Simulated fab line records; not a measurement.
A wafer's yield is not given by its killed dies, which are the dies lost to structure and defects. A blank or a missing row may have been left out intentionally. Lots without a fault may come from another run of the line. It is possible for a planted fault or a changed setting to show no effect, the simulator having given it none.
fab line records	flow nandHarc
[record] lots = 12	wafers = 36	lastDay = 26
route steps=1159 shown A_CHANNEL_HOLE_D1@476 A_CHANNEL_FILL_D1@492 END@1159
lots that met no fault: taken from a fault-free run of the same line
startH: start of the lot's first displayed wafer, in hours after the record's first day	waitH: hours elapsed since this lot's preceding step	" repeats the value in the row above	L1.1+2: a single row standing in for several wafers	- value missing, or start not given	* or withheld: withheld	< > ~ a bound
route shown NAME@n: names a module that has steps shown in the file, with the first one's number in the route	usual: the fault-free wafers' mean and standard deviation	same: alike in all rows	chamber/n: place in a boat	sites: each site's reading	_std_site: how widely they spread, as a standard deviation	_edge_site: mean of outer sites minus mean of inner sites	radiusMm: for every site, how far away it sits from the centre of the wafer	mask NAME#n: copy n	behind: tool/chamber where the wafer was last shaped	hold: why the lot was held/for how many hours/how that ended	device: the n, p or np transistor that did not switch	end of line: at the end of the route, the tests of the same wafers	for a step that has no rows: nothing shown but its recipe	killed: not the wafer's yield, but the dies lost to structure and defects at the first sort	map: shows each die of a wafer: x if killed, . if not, _ if none is there
set.NAME: the run value of the setting; set.NAME@STEP: its run value at that earlier step	model.NAME: the simulator's own value behind a step, which no gauge read
the route's steps for a sample of lots (tables are steps, rows are wafers)
services: when a tool's chamber went out of use (startH, in hours from the record's first day, below 0 if earlier), for how many hours, and the reason
[[steps]]
[step NHARC_A_CHANNEL_HOLE_D1_ETCH_24]
[recipe] biasV = 5000	sourceW = withheld	pressureMtorr = 20	timeS = 906.2	arFlowSccm = 375	c4f8FlowSccm = 93.8	o2FlowSccm = 31.2	tempC = -20	targetDepthA = 15000	chemistry = C4F8/O2/Ar
[usual] drypumpMotorCurrentA = 5.6/0.43	showerheadPlenumPTorr = 3.73/0.1	throttleValvePct = 32.234/0.0094
lot.wafer	tool	chamber	startH	waitH	drypumpMotorCurrentA	rfHoursCounterH	showerheadPlenumPTorr	throttleValvePct
L953.2	harEtch-01	1	192.36	0.6	4.9	191	3.66	32.228
L953.5	"	1	"	"	4.9	-	3.66	32.246
L953.6	"	0	"	"	6.0	-	3.82	32.240
L957.2	harEtch-02	0	201.70	0.6	5.9	120	3.86	32.232
L957.4	"	1	"	"	5.4	-	3.63	32.231
L957.6	"	1	"	"	5.4	-	3.63	32.246
L958.2	harEtch-01	1	202.37	0.6	4.9	198	3.65	32.237
L958.1	"	0	"	"	6.0	198	3.82	32.219
L958.4	"	1	"	"	4.9	-	3.65	32.244
L959.2	harEtch-01	0	220.14	0.6	6.0	203	3.81	32.230
L959.1	"	1	"	"	4.9	203	3.65	32.222
L959.4	"	1	"	"	4.9	-	3.65	32.225
L963.2	harEtch-02	0	228.88	0.6	5.9	134	3.85	32.224
L963.3	"	0	"	"	5.9	-	3.85	32.232
L963.5	"	0	"	"	5.9	-	3.85	32.241
L964.4	harEtch-01	1	250.15	0.6	4.9	-	3.64	32.205
L964.5	"	1	"	"	4.9	-	3.64	32.237
L964.6	"	0	"	"	6.0	-	3.81	32.242
L970.2	harEtch-02	1	280.02	0.6	5.4	158	3.61	32.233
L970.1	"	0	"	"	5.9	158	3.84	32.251
L970.5	"	1	"	"	5.4	-	3.61	32.241
L971.1	harEtch-01	0	281.00	0.6	6.0	231	3.80	32.226
L971.5	"	0	"	"	6.0	-	3.80	32.235
L971.6	"	1	"	"	4.9	-	3.64	32.216
L974.1	harEtch-02	0	294.28	0.6	5.9	163	3.84	32.247
L974.2	"	1	"	"	5.4	163	3.60	32.245
L974.5	"	1	"	"	5.4	-	3.60	32.234
L973.3	harEtch-01	1	294.71	0.6	4.9	-	3.63	32.231
L973.4	"	0	"	"	6.0	-	3.79	32.232
L973.5	"	0	"	"	6.1	-	3.79	32.233
L975.2	harEtch-01	1	304.43	0.6	4.9	244	3.63	32.223
L975.1	"	0	"	"	6.0	244	3.79	32.242
L975.3	"	0	"	"	6.1	-	3.79	32.236
L976.2	harEtch-02	1	316.42	0.6	5.4	173	3.60	32.241
L976.3	"	1	"	"	5.4	-	3.60	32.242
L976.6	"	1	"	"	5.4	-	3.60	32.240
[step NHARC_A_CHANNEL_HOLE_D1_ETCH_25]
[recipe] biasV = 5000	sourceW = withheld	pressureMtorr = 20	timeS = 1040.2	arFlowSccm = 375	c4f8FlowSccm = 93.8	o2FlowSccm = 31.2	tempC = -20	targetDepthA = 15000	chemistry = C4F8/O2/Ar
[usual] drypumpMotorCurrentA = 5.6/0.43	showerheadPlenumPTorr = 3.73/0.1	throttleValvePct = 32.236/0.0083
lot.wafer	tool	chamber	startH	waitH	drypumpMotorCurrentA	rfHoursCounterH	showerheadPlenumPTorr	throttleValvePct
L953.2	harEtch-01	1	193.13	0.6	4.9	191	3.66	32.247
L953.5	"	1	"	"	5.0	-	3.66	32.217
L953.6	"	0	"	"	6.0	-	3.82	32.225
L957.2	harEtch-02	0	202.48	0.7	5.9	121	3.86	32.231
L957.4	"	1	"	"	5.4	-	3.63	32.247
L957.6	"	1	"	"	5.4	-	3.63	32.249
L958.2	harEtch-01	1	203.14	0.6	5.0	198	3.65	32.242
L958.1	"	0	"	"	6.0	198	3.82	32.247
L958.4	"	1	"	"	4.9	-	3.65	32.241
L959.2	harEtch-01	0	220.90	0.6	6.0	204	3.81	32.237
L959.1	"	1	"	"	4.9	204	3.65	32.242
L959.4	"	1	"	"	4.9	-	3.65	32.242
L963.2	harEtch-02	0	229.65	0.6	5.9	134	3.85	32.227
L963.3	"	0	"	"	5.9	-	3.85	32.244
L963.5	"	0	"	"	5.9	-	3.85	32.248
L964.4	harEtch-01	1	250.95	0.7	4.9	-	3.64	32.234
L964.5	"	1	"	"	4.9	-	3.64	32.231
L964.6	"	0	"	"	6.0	-	3.81	32.226
L970.2	harEtch-02	1	280.78	0.6	5.4	158	3.61	32.240
L970.1	"	0	"	"	5.9	158	3.84	32.218
L970.5	"	1	"	"	5.4	-	3.61	32.230
L971.1	harEtch-01	0	281.78	0.6	6.0	231	3.80	32.225
L971.5	"	0	"	"	6.0	-	3.80	32.232
L971.6	"	1	"	"	4.9	-	3.63	32.228
L974.1	harEtch-02	0	295.05	0.6	5.9	164	3.84	32.221
L974.2	"	1	"	"	5.4	164	3.60	32.237
L974.5	"	1	"	"	5.4	-	3.60	32.238
L973.3	harEtch-01	1	295.53	0.7	4.9	-	3.63	32.234
L973.4	"	0	"	"	6.0	-	3.79	32.234
L973.5	"	0	"	"	6.0	-	3.79	32.244
L975.2	harEtch-01	1	305.19	0.6	4.9	245	3.63	32.234
L975.1	"	0	"	"	6.0	245	3.79	32.241
L975.3	"	0	"	"	6.0	-	3.79	32.225
L976.2	harEtch-02	1	317.20	0.6	5.4	174	3.60	32.242
L976.3	"	1	"	"	5.4	-	3.60	32.229
L976.6	"	1	"	"	5.4	-	3.60	32.235
[step NHARC_A_CHANNEL_FILL_D1_ALD_02]
[recipe] targetThkA = 60	pulseTimeS = 10	aldCycles = 60	tempC = 300	material = SiO2
[usual] aldCycles = 60/0	heaterPowerOuterW = 272/42	heaterPowerW = 490/72	precursorPulseHeightRel = 1.001/0.02
lot.wafer	tool	chamber	startH	waitH	aldCycles	heaterPowerOuterW	heaterPowerW	precursorPulseHeightRel
L953.2	aldHk-04	3	199.26	-	60	291	519	0.994
L953.6	"	2	"	"	60	318	546	0.997
L953.5	"	3	"	"	60	287	514	0.972
L957.2	aldHk-03	3	205.37	-	60	267	489	1.046
L957.4	"	1	"	"	60	249	422	0.994
L957.6	"	3	"	"	60	275	496	1.004
L958.2	aldHk-04	0	206.44	-	60	251	475	1.044
L958.1	"	1	"	"	60	266	507	1.036
L958.4	"	3	"	"	60	280	516	1.016
L959.2	aldHk-04	1	223.94	-	60	265	503	0.999
L959.1	"	2	"	"	60	311	555	1.000
L959.4	"	0	"	"	60	245	471	1.002
L963.2	aldHk-04	1	233.13	-	60	265	484	1.000
L963.3	"	0	"	"	60	250	485	1.000
L963.5	"	1	"	"	60	260	504	1.021
L964.4	aldHk-04	0	253.85	-	60	250	469	0.978
L964.6	"	3	"	"	60	293	519	0.981
L964.5	"	0	"	"	60	257	490	1.006
L970.1	aldHk-04	2	283.78	-	-	-	-	-
L970.2	"	3	"	"	-	-	-	-
L970.5	"	3	"	"	-	-	-	-
L971.1	aldHk-04	1	284.93	-	-	-	-	-
L971.6	"	3	"	"	-	-	-	-
L971.5	"	0	"	"	-	-	-	-
L974.1	aldHk-03	2	299.79	-	60	332	606	1.025
L974.2	"	1	"	"	60	248	422	0.999
L974.5	"	2	"	"	60	336	592	1.009
L973.4	aldHk-01	0	299.82	-	60	263	464	0.964
L973.3	"	1	"	"	60	277	449	0.983
L973.5	"	0	"	"	60	266	460	1.016
L975.1	aldHk-04	3	308.29	-	60	288	527	0.965
L975.3	"	0	"	"	60	252	490	0.983
L975.2	"	1	"	"	60	270	495	0.987
L976.3	aldHk-01	2	320.20	-	60	237	422	1.017
L976.2	"	3	"	"	60	303	536	1.018
L976.6	"	3	"	"	60	325	536	0.990
[step NHARC_A_CHANNEL_FILL_D1_ETCHBACK_19]
[recipe] targetDepthA = 50	timeS = 1.7	hbrFlowSccm = 150	cl2FlowSccm = 50	rfW = 400	icpW = 400	biasW = 100	chemistry = HBr/Cl2
[usual] drypumpMotorCurrentA = 5.5/0.35	oesProductAu = 1.001/0.011	throttleValvePct = 26.406/0.0097
lot.wafer	tool	chamber	startH	waitH	drypumpMotorCurrentA	oesProductAu	rfHoursCounterH	throttleValvePct
L953.2	rieSi-05	2	222.60	0.4	5.8	1.009	1.4	26.413
L953.5	"	3	"	"	4.8	1.003	-	26.382
L953.6	"	0	"	"	5.6	0.992	-	26.407
L958.1	rieSi-05	1	229.81	0.4	5.8	1.009	1.6	26.418
L958.2	"	2	"	"	5.7	1.014	1.5	26.407
L958.4	"	3	"	"	4.8	1.004	1.3	26.407
L957.4	rieSi-04	3	229.81	0.4	5.4	1.007	1.2	26.407
L957.2	"	2	"	"	5.1	0.998	1.2	26.402
L957.6	"	3	"	"	5.5	1.002	-	26.401
L959.4	rieSi-04	3	252.31	0.4	5.5	0.995	1.4	26.414
L959.2	"	0	"	"	6.0	1.007	1.4	26.410
L959.1	"	1	"	"	5.5	1.003	1.4	26.417
L963.3	rieSi-05	1	257.44	0.4	5.8	0.999	0.1	26.406
L963.2	"	0	"	"	5.6	0.992	0.1	26.406
L963.5	"	1	"	"	5.8	0.994	-	26.401
L964.4	rieSi-05	2	278.49	0.4	5.7	1.025	0.3	26.409
L964.5	"	2	"	"	5.7	1.031	-	26.407
L964.6	"	3	"	"	4.8	1.005	-	26.421
L971.1	rieSi-05	3	308.18	0.4	4.8	0.998	0.6	26.407
L971.6	"	1	"	"	5.8	1.010	-	26.416
L971.5	"	2	"	"	5.8	1.019	-	26.422
L970.1	rieSi-03	2	308.19	0.4	5.4	1.004	1.4	26.415
L970.2	"	0	"	"	6.1	0.996	1.2	26.409
L970.5	"	2	"	"	5.4	1.012	-	26.406
L973.3	rieSi-03	1	323.77	0.4	5.4	0.999	1.6	26.395
L973.4	"	0	"	"	6.1	0.988	1.3	26.414
L973.5	"	1	"	"	5.4	1.017	-	26.393
L974.1	rieSi-04	1	323.78	0.4	5.5	0.978	0.4	26.410
L974.2	"	3	"	"	5.5	0.993	0.4	26.403
L974.5	"	0	"	"	6.0	1.004	-	26.421
L975.2	rieSi-05	0	332.36	0.4	5.6	0.995	0.8	26.420
L975.3	"	1	"	"	5.8	1.007	0.7	26.400
L975.1	"	3	"	"	4.8	0.997	0.8	26.403
L976.2	rieSi-04	1	344.57	0.4	5.5	0.986	0.6	26.397
L976.3	"	2	"	"	5.1	0.985	0.6	26.401
L976.6	"	2	"	"	5.1	0.993	-	26.401
[step NHARC_END_SORT_01]
[recipe] tempC = 25
[usual] killedAtArray = 28/9.1	killedAtOther = 0.6/0.87	killedAtPeriphery = 3.4/2.7	killedDies = 32/9	killedOpen = 3.2/1.9	killedShort = 2.0/1.3
[same] grossDies = 677
lot.wafer	tool	chamber	startH	waitH	killedAtArray	killedAtOther	killedAtPeriphery	killedDies	killedOpen	killedShort
L959.1	prober-02	0	509.88	2.5	35	0	5	40	2	2
L959.2	prober-02	0	510.68	2.8	35	0	9	44	4	1
L959.4	prober-02	0	512.28	3.4	38	1	7	46	7	1
L963.2	prober-02	0	534.11	2.8	21	1	0	22	0	3
L963.3	prober-02	0	534.90	3.1	28	0	4	32	1	2
L963.5	prober-02	0	536.49	3.7	26	0	3	29	1	4
L971.1	prober-02	0	564.57	2.5	673	0	4	677	7	1
L971.5	prober-02	0	567.79	3.7	673	1	3	677	3	3
L971.6	prober-02	0	568.59	4.0	673	0	4	677	6	0
L970.1	prober-02	0	587.97	2.5	672	1	4	677	5	4
L970.2	prober-02	0	588.77	2.8	672	0	5	677	2	3
L970.5	prober-02	0	591.16	3.7	673	0	4	677	2	4
L976.2	prober-02	0	612.21	2.8	43	0	1	44	3	4
L976.3	prober-02	0	613.02	3.1	34	0	3	37	4	3
L976.6	prober-02	0	615.45	4.1	25	0	3	28	2	1
// killed by level:class
L959.1 A_SLIT:chamberFilmFlake=13 A_CHANNEL_HOLE_D1:chamberFilmFlake=8 A_CONTACT:chamberFilmFlake=8 A_CONTACT:geometricParticle:open=2 P_ZERO_WELL:chamberFilmFlake=2 P_BONDPAD:chamberFilmFlake=2 A_STAIRCASE:chamberFilmFlake=2 P_CONTACT:geometricParticle:short=1
L959.2 A_SLIT:chamberFilmFlake=17 A_CHANNEL_HOLE_D1:chamberFilmFlake=8 A_CONTACT:chamberFilmFlake=7 P_GATE:chamberFilmFlake=2 P_BONDPAD:chamberFilmFlake=2 P_GATE:geometricParticle:open=1 P_CONTACT:geometricParticle:open=1 A_ONON_D1:geometricParticle:open=1
L959.4 A_SLIT:chamberFilmFlake=16 A_CHANNEL_HOLE_D1:chamberFilmFlake=10 P_ZERO_WELL:chamberFilmFlake=5 A_CONTACT:chamberFilmFlake=4 A_CONTACT:geometricParticle:open=2 A_STAIRCASE:chamberFilmFlake=2 P_CONTACT:geometricParticle:open=1 A_CHANNEL_FILL_D1:geometricParticle:short=1
L963.2 A_SLIT:chamberFilmFlake=12 A_CHANNEL_HOLE_D1:chamberFilmFlake=4 A_STAIRCASE:chamberFilmFlake=2 A_SOURCE_PLATE:geometricParticle:short=1 A_CONTACT:geometricParticle:short=1 STARTING-WAFER:geometricParticle:short=1 A_WL_FILL:chamberFilmFlake=1
L963.3 A_SLIT:chamberFilmFlake=14 A_CHANNEL_HOLE_D1:chamberFilmFlake=10 P_M0:chamberFilmFlake=2 P_M0:geometricParticle:open=1 A_CHANNEL_FILL_D1:geometricParticle:short=1 A_BLC:geometricParticle:short=1 P_GATE:chamberFilmFlake=1 A_WL_FILL:chamberFilmFlake=1
L963.5 A_CHANNEL_HOLE_D1:chamberFilmFlake=12 A_SLIT:chamberFilmFlake=8 A_CHANNEL_FILL_D1:geometricParticle:short=2 P_GATE:chamberFilmFlake=2 A_SGD_CUT:geometricParticle:short=1 A_WL_FILL:geometricParticle:open=1 A_M0:geometricParticle:short=1 P_BONDPAD:chamberFilmFlake=1
L971.1 A_CHANNEL_FILL_D1:areaAld=638 A_SLIT:chamberFilmFlake=21 A_CHANNEL_HOLE_D1:chamberFilmFlake=9 P_GATE:geometricParticle:open=1 P_M0:geometricParticle:open=1 P_M0:geometricParticle:short=1 P_M1:geometricParticle:open=1 A_ONON_D1:geometricParticle:open=1
L971.5 A_CHANNEL_FILL_D1:areaAld=638 A_CHANNEL_HOLE_D1:chamberFilmFlake=14 A_SLIT:chamberFilmFlake=13 A_STAIRCASE:chamberFilmFlake=2 P_M0:geometricParticle:short=1 P_M1:geometricParticle:short=1 A_ONON_D1:geometricParticle:open=1 A_CHANNEL_HOLE_D1:geometricParticle:open=1
L971.6 A_CHANNEL_FILL_D1:areaAld=637 A_SLIT:chamberFilmFlake=18 A_CHANNEL_FILL_D1:chamberFilmFlake=6 A_CHANNEL_HOLE_D1:chamberFilmFlake=4 A_ZERO_WELL:chamberFilmFlake=3 P_M0:geometricParticle:open=2 A_CONTACT:geometricParticle:open=2 P_GATE:geometricParticle:open=1
L970.1 A_CHANNEL_FILL_D1:areaAld=639 A_SLIT:chamberFilmFlake=17 A_CHANNEL_HOLE_D1:chamberFilmFlake=8 A_SGD_CUT:geometricParticle:short=2 A_CONTACT:geometricParticle:open=2 P_STI:chamberFilmFlake=2 P_GATE:geometricParticle:open=1 P_M1:geometricParticle:open=1
L970.2 A_CHANNEL_FILL_D1:areaAld=643 A_SLIT:chamberFilmFlake=16 A_CHANNEL_HOLE_D1:chamberFilmFlake=6 A_WL_FILL:geometricParticle:short=2 P_CONTACT:chamberFilmFlake=2 A_CONTACT:chamberFilmFlake=2 P_M1:geometricParticle:short=1 A_CONTACT:geometricParticle:open=1
L970.5 A_CHANNEL_FILL_D1:areaAld=653 A_SLIT:chamberFilmFlake=12 A_WL_FILL:geometricParticle:short=3 P_M1:chamberFilmFlake=3 P_CONTACT:geometricParticle:open=1 A_CHANNEL_HOLE_D1:geometricParticle:short=1 A_BLC:geometricParticle:open=1 A_CHANNEL_HOLE_D1:chamberFilmFlake=1
L976.2 A_SLIT:chamberFilmFlake=21 A_CHANNEL_HOLE_D1:chamberFilmFlake=10 A_CHANNEL_FILL_D1:geometricParticle:short=2 A_CONTACT:geometricParticle:open=2 A_ZERO_WELL:chamberFilmFlake=2 A_CONTACT:chamberFilmFlake=2 A_SOURCE_PLATE:geometricParticle:short=1 A_CHANNEL_FILL_D1:geometricParticle:open=1
L976.3 A_SLIT:chamberFilmFlake=16 A_CHANNEL_HOLE_D1:chamberFilmFlake=8 A_CONTACT:chamberFilmFlake=4 A_CONTACT:geometricParticle:open=2 P_GATE:geometricParticle:open=1 P_GATE:geometricParticle:short=1 A_ONON_D1:geometricParticle:short=1 A_CHANNEL_FILL_D1:geometricParticle:open=1
L976.6 A_SLIT:chamberFilmFlake=15 A_CHANNEL_HOLE_D1:chamberFilmFlake=5 A_CONTACT:chamberFilmFlake=3 A_CHANNEL_FILL_D1:geometricParticle:open=2 P_GATE:chamberFilmFlake=2 P_M0:geometricParticle:short=1
[[services]]
tool	chamber	startH	hours	kind
aldHk-04	-	188.76	10.0	pm
aldHk-04	0	188.76	10.0	ventCycle
aldHk-04	1	188.76	10.0	ventCycle
aldHk-04	2	188.76	10.0	ventCycle
aldHk-04	3	188.76	10.0	ventCycle
aldHk-04	0	198.76	-	clean
aldHk-04	1	198.76	-	clean
aldHk-04	2	198.76	-	clean
rieSi-05	0	200.30	2.7	repair
rieSi-05	3	202.53	4.7	repair
rieSi-03	0	230.51	3.2	repair
rieSi-05	-	239.00	9.0	pm
rieSi-04	-	276.00	9.0	pm
harEtch-01	-	306.47	17.0	pm
harEtch-01	0	306.47	17.0	ventCycle
harEtch-01	1	306.47	17.0	ventCycle
aldHk-03	-	307.79	0.9	repair
harEtch-02	-	318.73	1.7	repair
harEtch-01	0	323.47	-	clean
harEtch-01	0	323.47	-	consumableReplace:focusRing
harEtch-01	1	323.47	-	clean
harEtch-01	1	323.47	-	consumableReplace:focusRing
rieSi-03	-	324.57	2.0	repair
rieSi-03	-	332.00	9.0	pm
[[key]]
[firstSign] step = NHARC_A_CHANNEL_FILL_D1_ALD_02	reading = toolRecord	direction = missing
[effect] step = NHARC_END_SORT_01	reading = killedDies	direction = up	sigmas = 72	usual = 32	struck = 677
[moreKillsBornAt] NHARC_A_CHANNEL_FILL_D1_ALD_02@aldHk-04 = 3848
metAt NHARC_A_CHANNEL_FILL_D1_ALD_02
struckLots L970,L971
laterRowsLeftOut L970.1,L970.2,L970.5,L971.1,L971.5,L971.6
testerLeftOut L970,L971
notActingAt NHARC_A_CHANNEL_HOLE_D1_ETCH_24,NHARC_A_CHANNEL_HOLE_D1_ETCH_25,NHARC_A_CHANNEL_FILL_D1_ETCHBACK_19
onsetBetween 253.85 283.78
[fault] kind = skippedStepWhole	tool = aldHk-04	chamber = -	onsetH = 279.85	steps = NHARC_A_CHANNEL_FILL_D1_ALD_02	scope = struckLotsOnly
// testerLeftOut: of these lots the tester's yield and bins aren't shown, on N5 and GAA mostly nor the transistor test; their killed dies are dies lost to structure and defects alone, not to doping, threshold or leakage, so they don't give the yield
// laterRowsLeftOut: the simulator's readings of these wafers behind a module that went badly wrong aren't trusted and aren't shown, but for the sort
